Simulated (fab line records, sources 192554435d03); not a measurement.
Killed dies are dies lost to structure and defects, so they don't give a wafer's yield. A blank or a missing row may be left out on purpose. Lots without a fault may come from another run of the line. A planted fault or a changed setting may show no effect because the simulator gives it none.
fab line records | flow n5_finfet
record lots=7 wafers=21
route steps=1938 shown ZERO_LAYER@4 PMOS_HMC_CHANNEL_EPI@57 FIN_SAQP@133 DUMMY_GATE@222 SD_EPI_N@279
start_h: hours from the record's first day to the start of the lot's first wafer shown | wait_h: hours since the lot's step before | " the same as in the row above | L1.1+2: a row that stands for several wafers | - no value, or no start given | * or withheld: withheld | < > ~ a bound
route shown NAME@n: a module of which the file shows steps, and the number in the route of the first | usual: mean/standard deviation of fault-free wafers | same: alike in all rows | chamber/n: place in a boat | sites: the reading at each site | _std_site: their standard deviation | _edge_site: outer sites' mean less inner sites' | radius_mm: how far each site lies from the wafer's centre | mask NAME#n: copy n | behind: the tool/chamber that last shaped the wafer | hold: why the lot was held/for how many hours/how that ended | device: the transistor (n, p or np) that didn't switch | end of line: the same wafers' tests at the end of the route | a step without rows: its recipe alone | killed: dies lost to structure and defects at the first sort, not the wafer's yield | map: a wafer's dies, x killed, . not, _ none there
set.NAME: the setting as run; set.NAME@STEP: as run at that earlier step | model.NAME: the simulator's own value behind a step, which no gauge read
lots whose settings were changed on purpose; a table a step, a row a wafer
## steps
# step N5_ZERO_LAYER_PECVD_02
# recipe material=SiO2 target_thk_a=100 temp_c=400 precursor=SiH4/N2O pressure_torr=0.75 rf_w=275 time_s=6
# columns lot.wafer tool chamber start_h wait_h set.time_s model.SiO2_of_ZERO_LAYER_PECVD_02.thk_nm
L083.2 pecvd-04 1 66.28 0.0 6 9.914
L083.5 " 0 " " 6 9.996
L083.6 " 2 " " 6 10.45
L084.2 pecvd-01 2 72.28 0.0 6 10.07
L084.4 " 2 " " 6 10.13
L084.5 " 0 " " 6 10.11
L086.1 pecvd-01 1 84.28 0.0 6 9.733
L086.4 " 1 " " 6 9.977
L086.6 " 2 " " 6 9.899
L089.1 pecvd-01 0 102.28 0.0 6 9.926
L089.4 " 0 " " 6 10.19
L089.5 " 2 " " 6.779 11.56
L091.1 pecvd-01 1 114.29 0.0 6 10.05
L091.2 " 2 " " 5.766 9.516
L091.3 " 0 " " 6 10.12
L093.1 pecvd-01 0 126.28 0.0 6 9.765
L093.4 " 0 " " 6 9.9
L093.6 " 2 " " 6 10.28
L096.4 pecvd-03 1 144.32 0.1 6 10.1
L096.5 " 0 " " 6.258 10.62
L096.6 " 2 " " 6 9.882
# step N5_ZERO_LAYER_DEVELOP_10
# recipe develop_time_s=60 rinse_liquid=diw dry=air_spin dev_temp_c=21
# columns lot.wafer tool chamber start_h wait_h set.develop_time_s
L083.2+6 litho_track-04 0 - - 47
L083.5 " 0 " " 60
L084.2+4+5 litho_track-02 0 - - 68.69
L086.1+4+6 litho_track-02 0 - - 60
L089.1+4+5 litho_track-02 0 - - 60
L091.1+2 litho_track-02 0 - - 60
L091.3 " 0 " " 48.05
L093.1+4+6 litho_track-05 0 - - 60
L096.4 litho_track-02 0 - - 60
L096.5+6 " 0 " " 69.66
# step N5_ZERO_LAYER_HARDBAKE_23
# recipe temp_c=130 time_s=120
# step N5_ZERO_LAYER_CD_MEAS_11
# recipe target_cd_nm=2000 landing_energy_ev=500 detector=se_inlens
# usual cd_nm=2000.1/2.1
# columns lot.wafer tool chamber start_h wait_h set.develop_time_s@ZERO_LAYER_DEVELOP_10 cd_nm
L083.2 cd_sem-02 0 66.77 - 47 1995.9
L083.5 " 0 " " 60 2003.3
L083.6 " 0 " " 47 1996.6
L084.2 cd_sem-03 0 72.79 - 68.69 2002.7
L084.4 " 0 " " 68.69 2002.0
L084.5 " 0 " " 68.69 2002.5
L086.1 cd_sem-03 0 84.77 - 60 1998.5
L086.4 " 0 " " 60 1997.0
L086.6 " 0 " " 60 1999.1
L089.1 cd_sem-02 0 102.65 - 60 1997.6
L089.4 " 0 " " 60 2000.9
L089.5 " 0 " " 60 1999.1
L091.1 cd_sem-01 0 114.64 - 60 1998.4
L091.2 " 0 " " 60 2000.2
L091.3 " 0 " " 48.05 1993.3
L093.1 cd_sem-02 0 126.64 - 60 1998.5
L093.4 " 0 " " 60 2002.4
L093.6 " 0 " " 60 2001.8
L096.4 cd_sem-02 0 144.66 - 60 1999.0
L096.5 " 0 " " 69.66 2003.2
L096.6 " 0 " " 69.66 2003.3
# step N5_PMOS_HMC_CHANNEL_EPI_HM_DEP_34
# recipe material=SiO2 target_thk_a=360 temp_c=400 precursor=TEOS/O2 pressure_torr=6.5 rf_w=900 teos_flow_sccm=161.4 gas=O2 flow_sccm=2650 time_s=6.9
# columns lot.wafer tool chamber start_h wait_h set.time_s model.SiO2_of_PMOS_HMC_CHANNEL_EPI_HM_DEP_34.thk_nm
L083.2 pecvd-03 2 71.19 0.0 7.903 40.2
L083.5 " 0 " " 6.9 36.32
L083.6 " 2 " " 6.9 35.84
L084.2 pecvd-02 0 77.38 0.0 6.9 35.39
L084.4 " 1 " " 6.9 36.47
L084.5 " 0 " " 6.9 36.16
L086.1 pecvd-04 0 89.51 0.0 6.9 36.27
L086.4 " 0 " " 6.9 36.75
L086.6 " 2 " " 6.9 36.39
L089.1 pecvd-04 0 107.45 0.0 6.9 36.22
L089.4 " 2 " " 7.175 38.02
L089.5 " 1 " " 7.175 37.73
L091.1 pecvd-03 2 119.46 0.0 7.301 37.36
L091.2 " 1 " " 6.9 35.47
L091.3 " 0 " " 6.9 35.59
L093.1 pecvd-02 2 130.82 0.0 6.9 36.3
L093.4 " 1 " " 6.9 36.43
L093.6 " 0 " " 6.9 36.38
L096.4 pecvd-03 1 149.29 0.0 6.9 36.08
L096.5 " 2 " " 6.9 35.28
L096.6 " 0 " " 6.9 36
# step N5_PMOS_HMC_CHANNEL_EPI_COAT_31
# recipe resist=BARC temp_c=205 time_s=60 spin_rpm=1500 resist_thk_nm=66
# columns lot.wafer tool chamber start_h wait_h set.spin_rpm model.BARC_of_PMOS_HMC_CHANNEL_EPI_COAT_31.thk_nm
L083.2 litho_track-04 0 71.26 0.1 1500 65.91
L083.5 " 0 " " 1500 65.63
L083.6 " 0 " " 1500 65.62
L084.2 litho_track-01 0 77.43 0.0 1599 64.02
L084.4 " 0 " " 1599 63.92
L084.5 " 0 " " 1500 65.82
L086.1 litho_track-01 0 89.56 0.0 1500 65.95
L086.4 " 0 " " 1500 65.77
L086.6 " 0 " " 1500 65.92
L089.1 litho_track-02 0 107.50 0.0 1500 66.2
L089.4 " 0 " " 1438 67.58
L089.5 " 0 " " 1500 66.18
L091.1 litho_track-04 0 119.52 0.0 1500 66.14
L091.2 " 0 " " 1500 66.06
L091.3 " 0 " " 1583 64.31
L093.1 litho_track-04 0 130.87 0.0 1500 65.62
L093.4 " 0 " " 1381 68.65
L093.6 " 0 " " 1500 65.8
L096.4+6 litho_track-04 0 149.34 0.0 1500 66.27
L096.5 " 0 " " 1500 66.23
# step N5_PMOS_HMC_CHANNEL_EPI_COAT_03
# recipe resist=CAR-ArF-block spin_rpm=1500 resist_thk_nm=205
# step N5_PMOS_HMC_CHANNEL_EPI_EBR_05
# recipe solvent=PGMEA ebr_width_mm=1.5
# step N5_PMOS_HMC_CHANNEL_EPI_DESCUM_14
# recipe chemistry=O2 time_s=7.9 source_power_w=50 bias_power_w=20 pressure_mtorr=20 rf_frequency_hz=2.712e+07 temp_c=40 resist=CAR-ArF-block o2_flow_sccm=225
# step N5_PMOS_HMC_CHANNEL_EPI_ETCH_32
# recipe chemistry=N2/H2 target=BARC stop_on=SiO2 target_depth_a=858 over_etch_frac=0.3 time_s=50.3 ion_energy_ev=200 mask_material=CAR-ArF-block pressure_mtorr=30 source_w=840 bias_w=150 n2_flow_sccm=200 h2_flow_sccm=200
# columns lot.wafer tool chamber start_h wait_h set.time_s@PMOS_HMC_CHANNEL_EPI_HM_DEP_34 set.spin_rpm@PMOS_HMC_CHANNEL_EPI_COAT_31 model.SiO2_of_PMOS_HMC_CHANNEL_EPI_HM_DEP_34.thk_nm model.etch.depth_nm
L083.2 rie_diel-01 0 71.84 0.0 7.903 1500 40.13 65.91
L083.5 " 0 " " 6.9 1500 36.25 65.63
L083.6 " 3 " " 6.9 1500 35.81 65.62
L084.2 rie_diel-01 1 77.78 0.0 6.9 1599 35.28 64.02
L084.4 " 0 " " 6.9 1599 36.4 63.92
L084.5 " 0 " " 6.9 1500 36.1 65.82
L086.1 rie_diel-01 2 90.22 0.0 6.9 1500 36.27 65.95
L086.4 " 3 " " 6.9 1500 36.71 65.77
L086.6 " 1 " " 6.9 1500 36.28 65.92
L089.1 rie_diel-01 1 107.85 0.0 6.9 1500 36.12 66.2
L089.4 " 0 " " 7.175 1438 37.95 67.58
L089.5 " 0 " " 7.175 1500 37.67 66.18
L091.1 rie_diel-04 3 119.99 0.0 7.301 1500 37.34 66.14
L091.2 " 1 " " 6.9 1500 35.46 66.06
L091.3 " 2 " " 6.9 1583 35.56 64.31
L093.1 rie_diel-02 0 131.34 0.0 6.9 1500 36.28 65.62
L093.4 " 2 " " 6.9 1381 36.43 68.65
L093.6 " 2 " " 6.9 1500 36.38 65.8
L096.4 rie_diel-01 3 149.81 0.0 6.9 1500 36.05 66.27
L096.5 " 2 " " 6.9 1500 35.28 66.23
L096.6 " 3 " " 6.9 1500 35.97 66.27
# step N5_FIN_SAQP_COAT_68
# recipe resist=SOC temp_c=250 time_s=60 spin_rpm=1500 resist_thk_nm=100
# columns lot.wafer tool chamber start_h wait_h set.spin_rpm model.SOC_of_FIN_SAQP_COAT_68.thk_nm
L083.2 litho_track-02 0 79.61 0.3 1500 99.6
L083.5 " 0 " " 1438 101.4
L083.6 " 0 " " 1438 101.8
L084.2 litho_track-05 0 85.33 0.3 1357 104.8
L084.4 " 0 " " 1357 105
L084.5 " 0 " " 1500 100
L086.1+4+6 litho_track-02 0 99.13 0.3 1500 100
L089.1+4 litho_track-03 0 116.48 0.3 1500 100
L089.5 " 0 " " 1500 99.8
L091.1 litho_track-02 0 127.28 0.3 1603 96.6
L091.2 " 0 " " 1500 99.8
L091.3 " 0 " " 1500 99.6
L093.1+6 litho_track-05 0 138.89 0.3 1500 100
L093.4 " 0 " " 1365 104.6
L096.4 litho_track-02 0 157.16 0.2 1500 100
L096.5 " 0 " " 1500 100.2
L096.6 " 0 " " 1571 97.6
# step N5_DUMMY_GATE_COAT_34
# recipe resist=SOC temp_c=250 time_s=60 spin_rpm=1500 resist_thk_nm=60
# columns lot.wafer tool chamber start_h wait_h set.spin_rpm model.SOC_of_DUMMY_GATE_COAT_34.thk_nm
L083.2+6 litho_track-04 0 99.74 0.1 1500 60
L083.5 " 0 " " 1500 60.2
L084.2+5 litho_track-05 0 109.52 0.0 1500 59.6
L084.4 " 0 " " 1384 62.2
L086.1 litho_track-04 0 120.08 0.0 1500 60.2
L086.4+6 " 0 " " 1500 60
L089.1 litho_track-02 0 136.41 0.0 1500 60
L089.4+5 " 0 " " 1621 57.8
L091.1 litho_track-04 0 147.03 0.0 1343 63.6
L091.2+3 " 0 " " 1500 60.4
L093.1+4 litho_track-05 0 159.51 0.0 1401 62
L093.6 " 0 " " 1500 60.2
L096.4 litho_track-05 0 179.29 0.0 1500 60
L096.5 " 0 " " 1500 60.2
L096.6 " 0 " " 1384 62.6
# step N5_DUMMY_GATE_COAT_09
# recipe resist=CAR-EUV spin_rpm=1500 resist_thk_nm=30
# columns lot.wafer tool chamber start_h wait_h set.spin_rpm model.CAR-EUV_of_DUMMY_GATE_COAT_09.thk_nm
L083.2+6 litho_track-04 0 - - 1500 30
L083.5 " 0 " " 1500 29.8
L084.2 litho_track-05 0 - - 1500 30
L084.4+5 " 0 " " 1436 30.6
L086.1+4 litho_track-04 0 - - 1500 30
L086.6 " 0 " " 1500 29.8
L089.1+5 litho_track-02 0 - - 1500 30
L089.4 " 0 " " 1421 30.8
L091.1 litho_track-04 0 - - 1664 28.4
L091.2 " 0 " " 1500 30
L091.3 " 0 " " 1664 28.6
L093.1 litho_track-05 0 - - 1332 32
L093.4 " 0 " " 1500 30
L093.6 " 0 " " 1332 31.8
L096.4+6 litho_track-05 0 - - 1500 30
L096.5 " 0 " " 1357 31.6
# step N5_DUMMY_GATE_EBR_11
# recipe solvent=PGMEA ebr_width_mm=1.5
# step N5_DUMMY_GATE_SOFTBAKE_10
# recipe temp_c=110 time_s=60 resist=CAR-EUV
# step N5_DUMMY_GATE_ETCH_29
# recipe chemistry=N2/H2 target=underlayer target_depth_a=130 ion_energy_ev=200 pressure_mtorr=30 source_w=840 bias_w=150 n2_flow_sccm=200 h2_flow_sccm=200
# step N5_DUMMY_GATE_ETCH_36
# recipe chemistry=CF4 target=SiARC target_depth_a=130 pressure_mtorr=40 source_w=545 bias_w=36 Ar_flow_sccm=100 cf4_flow_sccm=100 ion_energy_ev=80
# step N5_DUMMY_GATE_ETCH_37
# recipe chemistry=N2/H2 target=SOC target_depth_a=600 overetch_a=300 temp_c=40 ion_energy_ev=200 pressure_mtorr=30 source_w=840 bias_w=150 n2_flow_sccm=200 h2_flow_sccm=200
# columns lot.wafer tool chamber start_h wait_h set.spin_rpm@DUMMY_GATE_COAT_34 model.etch.depth_nm
L083.2 rie_diel-02 0 100.80 0.0 1500 60.08
L083.5 " 1 " " 1500 60.12
L083.6 " 2 " " 1500 60.02
L084.2 rie_diel-02 1 110.18 0.0 1500 59.62
L084.4 " 0 " " 1384 62.28
L084.5 " 1 " " 1500 59.69
L086.1 rie_diel-02 3 120.68 0.0 1500 60.17
L086.4 " 1 " " 1500 60.06
L086.6 " 2 " " 1500 60.03
L089.1 rie_diel-02 2 136.96 0.0 1500 59.97
L089.4 " 1 " " 1621 57.88
L089.5 " 1 " " 1621 57.87
L091.1 rie_diel-04 0 147.69 0.0 1343 63.65
L091.2 " 3 " " 1500 60.38
L091.3 " 1 " " 1500 60.4
L093.1 rie_diel-01 0 160.18 0.0 1401 62.02
L093.4 " 2 " " 1401 61.98
L093.6 " 3 " " 1500 60.13
L096.4 rie_diel-02 0 179.99 0.0 1500 60.09
L096.5 " 2 " " 1500 60.27
L096.6 " 3 " " 1384 62.65
# step N5_DUMMY_GATE_STRIP_38
# recipe chemistry=N2/H2 temp_c=40 n2_flow_sccm=200 h2_flow_sccm=200 rf_frequency_hz=6e+07
# step N5_DUMMY_GATE_STRIP_39
# recipe chemistry=N2/H2 temp_c=40 n2_flow_sccm=200 h2_flow_sccm=200 rf_frequency_hz=6e+07
# step N5_DUMMY_GATE_STRIP_40
# recipe chemistry=CF4 resist=SiARC power_w=300 bias_power_w=75 pressure_mtorr=50 cf4_flow_sccm=150 rf_frequency_hz=6e+07
# step N5_DUMMY_GATE_ETCH_31
# recipe chemistry=C4F6/O2 target=SiO2 mask_material=SOC target_depth_a=825 time_s=27.5 ion_energy_ev=250 pressure_mtorr=30 source_w=345 bias_w=185 Ar_flow_sccm=300 C4F6_flow_sccm=10 O2_flow_sccm=10
# columns lot.wafer tool chamber start_h wait_h set.spin_rpm@DUMMY_GATE_COAT_34 model.SOC_of_DUMMY_GATE_COAT_34.thk_nm
L083.2 rie_diel-04 3 101.09 0.0 1500 52.2
L083.5 " 1 " " 1500 52.4
L083.6 " 0 " " 1500 51.8
L084.2+5 rie_diel-01 1 110.46 0.0 1500 51.4
L084.4 " 2 " " 1384 54.2
L086.1 rie_diel-01 3 120.95 0.0 1500 52
L086.4+6 " 1 " " 1500 51.8
L089.1 rie_diel-01 1 137.27 0.0 1500 51.8
L089.4+5 " 3,2 " " 1621 49.8
L091.1 rie_diel-02 3 147.97 0.0 1343 55.4
L091.2+3 " 0,1 " " 1500 52.2
L093.1 rie_diel-01 0 160.45 0.0 1401 53.2
L093.4 " 2 " " 1401 53.8
L093.6 " 3 " " 1500 52
L096.4 rie_diel-04 0 180.55 0.3 1500 51.6
L096.5 " 2 " " 1500 51.8
L096.6 " 3 " " 1384 54.6
# step N5_SD_EPI_N_ETCH_16
# recipe chemistry=CHF3/O2 target=SiO2 target_depth_a=50 mask_material=SOC pressure_mtorr=30 source_w=650 bias_w=170 Ar_flow_sccm=200 CHF3_flow_sccm=50 O2_flow_sccm=5 ion_energy_ev=200
# columns lot.wafer tool chamber start_h wait_h set.target_depth_a model.etch.depth_nm
L083.2 rie_diel-06 2 103.80 0.1 50 4.845
L083.5 " 0 " " 50 4.936
L083.6 " 2 " " 50 4.863
L084.2 rie_diel-06 1 112.89 0.1 45.37 4.479
L084.4 " 0 " " 50 4.889
L084.5 " 2 " " 50 4.815
L086.1 rie_diel-03 2 123.63 0.1 50 5.063
L086.4 " 3 " " 50 5.054
L086.6 " 2 " " 50 5.012
L089.1 rie_diel-05 2 139.66 0.1 50 5.075
L089.4 " 0 " " 50 4.96
L089.5 " 1 " " 55.19 5.484
L091.1 rie_diel-06 1 150.48 0.1 45.28 4.514
L091.2 " 3 " " 45.28 4.457
L091.3 " 0 " " 50 4.878
L093.1 rie_diel-03 0 163.14 0.1 50 5.107
L093.4 " 2 " " 50 5.057
L093.6 " 0 " " 50 5.087
L096.4 rie_diel-03 3 183.72 0.1 50 5.078
L096.5 " 1 " " 46.3 4.771
L096.6 " 2 " " 46.3 4.703
## key
split step=N5_ZERO_LAYER_PECVD_02 setting=time_s stated=6 by=wafer
response step=N5_ZERO_LAYER_PECVD_02 reading=model.SiO2_of_ZERO_LAYER_PECVD_02.thk_nm change=+0.12 per=1% r=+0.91
split step=N5_ZERO_LAYER_DEVELOP_10 setting=develop_time_s stated=60 by=wafer
response step=N5_ZERO_LAYER_CD_MEAS_11 reading=cd_nm change=+0.305 per=1% r=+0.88
split step=N5_PMOS_HMC_CHANNEL_EPI_HM_DEP_34 setting=time_s stated=6.9 by=wafer
response step=N5_PMOS_HMC_CHANNEL_EPI_HM_DEP_34 reading=model.SiO2_of_PMOS_HMC_CHANNEL_EPI_HM_DEP_34.thk_nm change=+0.296 per=1% r=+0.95
response step=N5_PMOS_HMC_CHANNEL_EPI_ETCH_32 reading=model.SiO2_of_PMOS_HMC_CHANNEL_EPI_HM_DEP_34.thk_nm change=+0.295 per=1% r=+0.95
split step=N5_PMOS_HMC_CHANNEL_EPI_COAT_31 setting=spin_rpm stated=1500 by=wafer
response step=N5_PMOS_HMC_CHANNEL_EPI_COAT_31 reading=model.BARC_of_PMOS_HMC_CHANNEL_EPI_COAT_31.thk_nm change=-0.332 per=1% r=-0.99
response step=N5_PMOS_HMC_CHANNEL_EPI_ETCH_32 reading=model.etch.depth_nm change=-0.332 per=1% r=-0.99
split step=N5_FIN_SAQP_COAT_68 setting=spin_rpm stated=1500 by=wafer
response step=N5_FIN_SAQP_COAT_68 reading=model.SOC_of_FIN_SAQP_COAT_68.thk_nm change=-0.501 per=1% r=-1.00
split step=N5_DUMMY_GATE_COAT_34 setting=spin_rpm stated=1500 by=wafer
response step=N5_DUMMY_GATE_COAT_34 reading=model.SOC_of_DUMMY_GATE_COAT_34.thk_nm change=-0.304 per=1% r=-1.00
response step=N5_DUMMY_GATE_ETCH_37 reading=model.etch.depth_nm change=-0.304 per=1% r=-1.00
response step=N5_DUMMY_GATE_ETCH_31 reading=model.SOC_of_DUMMY_GATE_COAT_34.thk_nm change=-0.307 per=1% r=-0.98
split step=N5_DUMMY_GATE_COAT_09 setting=spin_rpm stated=1500 by=wafer
response step=N5_DUMMY_GATE_COAT_09 reading=model.CAR-EUV_of_DUMMY_GATE_COAT_09.thk_nm change=-0.156 per=1% r=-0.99
split step=N5_SD_EPI_N_ETCH_16 setting=target_depth_a stated=50 by=wafer
response step=N5_SD_EPI_N_ETCH_16 reading=model.etch.depth_nm change=+0.043 per=1% r=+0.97
